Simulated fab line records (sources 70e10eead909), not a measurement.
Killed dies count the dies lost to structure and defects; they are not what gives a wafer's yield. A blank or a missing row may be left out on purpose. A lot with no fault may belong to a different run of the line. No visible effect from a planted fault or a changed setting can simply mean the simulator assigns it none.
fab line records	flow nand_harc
[record] lots = 6	wafers = 18	last_day = 32
route steps=1302 shown P_START@1 P_ZERO_WELL@2
lots that met no fault: from a run of the same line without faults
start_h: start of the lot's first displayed wafer, in hours after the record's first day	wait_h: hours elapsed since this lot's preceding step	" unchanged from the row above	L1.1+2: a single row standing in for several wafers	- either no value or no given start	* or withheld: withheld	< > ~ a bound
route shown NAME@n: NAME is a module with steps in the file, n the number in the route of the first one	usual: average and standard deviation across the fault-free wafers	same: alike in all rows	chamber/n: place in a boat	sites: readings site by site	_std_site: how widely they spread, as a standard deviation	_edge_site: mean of outer sites minus mean of inner sites	radius_mm: how far each site lies from the wafer's centre	mask NAME#n: copy n	behind: tool/chamber where the wafer was last shaped	hold: why the lot went on hold/how many hours it stayed there/how the hold came to an end	device: the transistor (n, p or np) that didn't switch	end of line: at the end of the route, the tests of the same wafers	where a step has no rows: the recipe by itself	killed: not the wafer's yield, but the dies lost to structure and defects at the first sort	map: the dies of a wafer, with x for killed, . for not killed, _ for no die there
set.NAME: the setting the step ran with; set.NAME@STEP: the setting that earlier step ran with	model.NAME: the simulator's own value behind a step, which no gauge read
certain route steps with their lots: each step a table, each wafer a row
services: the hour from which a tool's chamber was out of use, counted from the record's first day as start_h (under 0 if before that day), plus the number of hours and why
[[steps]]
[step NHARC_P_START_INSPECT_01]
[usual] raw_defect_count = 3.8/2.1
lot.wafer	tool	chamber	start_h	wait_h	raw_defect_count
L127.1	defect_inspect-02	-	60.04	-	2
L127.2	"	-	"	"	5
L127.3	"	-	"	"	5
L130.2	defect_inspect-02	-	90.04	-	4
L130.4	"	-	"	"	3
L130.5	"	-	"	"	3
L138.1	defect_inspect-01	-	170.04	-	3
L138.2	"	-	"	"	3
L138.4	"	-	"	"	1
L140.3	defect_inspect-01	-	190.04	-	3
L140.4	"	-	"	"	4
L140.6	"	-	"	"	2
L141.3	defect_inspect-01	-	200.04	-	6
L141.5	"	-	"	"	4
L141.6	"	-	"	"	4
L142.2	defect_inspect-02	-	210.04	-	9
L142.3	"	-	"	"	9
L142.4	"	-	"	"	6
[step NHARC_P_ZERO_WELL_PRECLEAN_00]
[recipe] time_s = 600	temp_c = 120	chemistry = SPM
[step NHARC_P_ZERO_WELL_SRD_01]
[step NHARC_P_ZERO_WELL_PECVD_02]
[recipe] target_thk_a = 100	temp_c = 400	pressure_torr = 6.5	rf_w = withheld	teos_flow_sccm = withheld	flow_sccm = 2650	target_thk_nm = 10	gas = O2	material = SiO2
[step NHARC_P_ZERO_WELL_DEHYDRATE_03]
[recipe] temp_c = 150	time_s = 120
[step NHARC_P_ZERO_WELL_HMDS_04]
[recipe] time_s = 30
[step NHARC_P_ZERO_WELL_COAT_64]
[recipe] temp_c = 200	time_s = 65
[step NHARC_P_ZERO_WELL_COAT_05]
[recipe] spin_rpm = 2000	resist_thk_nm = 600
[step NHARC_P_ZERO_WELL_SOFTBAKE_06]
[recipe] temp_c = 125	time_s = 70
[step NHARC_P_ZERO_WELL_EBR_07]
[step NHARC_P_ZERO_WELL_EXPOSE_08]
[recipe] na = 0.55	target_cd_nm = 500	dose_mj = 33.8	mask_id = P_ZERO
[step NHARC_P_ZERO_WELL_PEB_09]
[recipe] peb_temp_c = 128	peb_time_s = 80
[usual] chill_plate_temp_C = 22.97/0.097	exhaust_pa = 45.0/0.82
lot.wafer	tool	chamber	start_h	wait_h	chill_plate_temp_C	exhaust_pa
L127.1	litho_track-02	0	61.16	0.1	22.93	43.8
L127.2	"	0	"	"	22.91	44.6
L127.3	"	0	"	"	22.97	44.1
L130.2	litho_track-02	0	91.03	0.1	22.87	44.2
L130.4	"	0	"	"	23.00	43.9
L130.5	"	0	"	"	23.01	43.6
L138.1	litho_track-05	0	171.03	0.1	22.85	44.4
L138.2	"	0	"	"	22.98	45.9
L138.4	"	0	"	"	22.82	45.4
L140.3	litho_track-02	0	191.03	0.1	23.03	45.8
L140.4	"	0	"	"	22.81	45.1
L140.6	"	0	"	"	22.92	44.5
L141.3	litho_track-05	0	201.16	0.1	23.07	46.7
L141.5	"	0	"	"	23.05	45.6
L141.6	"	0	"	"	22.99	46.5
L142.2	litho_track-02	0	211.16	0.1	22.87	45.4
L142.3	"	0	"	"	22.87	45.5
L142.4	"	0	"	"	22.91	45.9
[step NHARC_P_ZERO_WELL_DEVELOP_10]
[recipe] time_s = 50	dev_temp_c = 22
[step NHARC_P_ZERO_WELL_CD_MEAS_11]
[recipe] target_cd_nm = 500	landing_energy_ev = 500
[usual] cd_nm = 500.1/1.7
lot.wafer	tool	chamber	start_h	wait_h	cd_nm
L127.1	cd_sem-03	0	61.25	-	511.4
L127.2	"	0	"	"	512.1
L127.3	"	0	"	"	513.4
L130.2	cd_sem-03	0	91.11	-	510.1
L130.4	"	0	"	"	510.5
L130.5	"	0	"	"	512.9
L138.1	cd_sem-03	0	171.12	-	501.0
L138.2	"	0	"	"	503.1
L138.4	"	0	"	"	499.5
L140.3	cd_sem-01	0	191.12	-	503.3
L140.4	"	0	"	"	501.1
L140.6	"	0	"	"	497.8
L141.3	cd_sem-01	0	201.25	-	501.3
L141.5	"	0	"	"	499.3
L141.6	"	0	"	"	502.1
L142.2	cd_sem-02	0	211.24	-	498.2
L142.3	"	0	"	"	498.4
L142.4	"	0	"	"	499.5
[step NHARC_P_ZERO_WELL_HARDBAKE_12]
[recipe] temp_c = 118	time_s = 65
[[services]]
tool	chamber	start_h	hours	kind
litho_track-02	-	52.00	7.0	pm
litho_track-05	-	118.27	-	consumable_replace:filter
litho_track-05	-	124.01	7.0	pm
[[key]]
[first_sign] step = NHARC_P_ZERO_WELL_CD_MEAS_11	reading = cd_nm	direction = up	sigmas = 6.9	usual = 500.1	struck = 511.7	through = control_loop
effect none on later readings
met_at NHARC_P_ZERO_WELL_PEB_09
struck_wafers L127.1,L127.2,L127.3,L130.2,L130.4,L130.5
tester_left_out L127,L130
[loop_trim] step = NHARC_P_ZERO_WELL_EXPOSE_08	setting = dose	lots = L130
[fault] kind = process_parameter_drift	tool = litho_track-02	chamber = -	onset_h = 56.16	steps = NHARC_P_ZERO_WELL_PEB_09	channel = peb_time_s	offset = *	shape = step	end_h = 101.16	acts_in = *	stated = *
// tester_left_out: of these lots the tester's yield and bins aren't shown, on N5 and GAA mostly nor the transistor test; their killed dies are dies lost to structure and defects alone, not to doping, threshold or leakage, so they don't give the yield
// loop_trim: a control loop set the setting to another value than it would have without faults
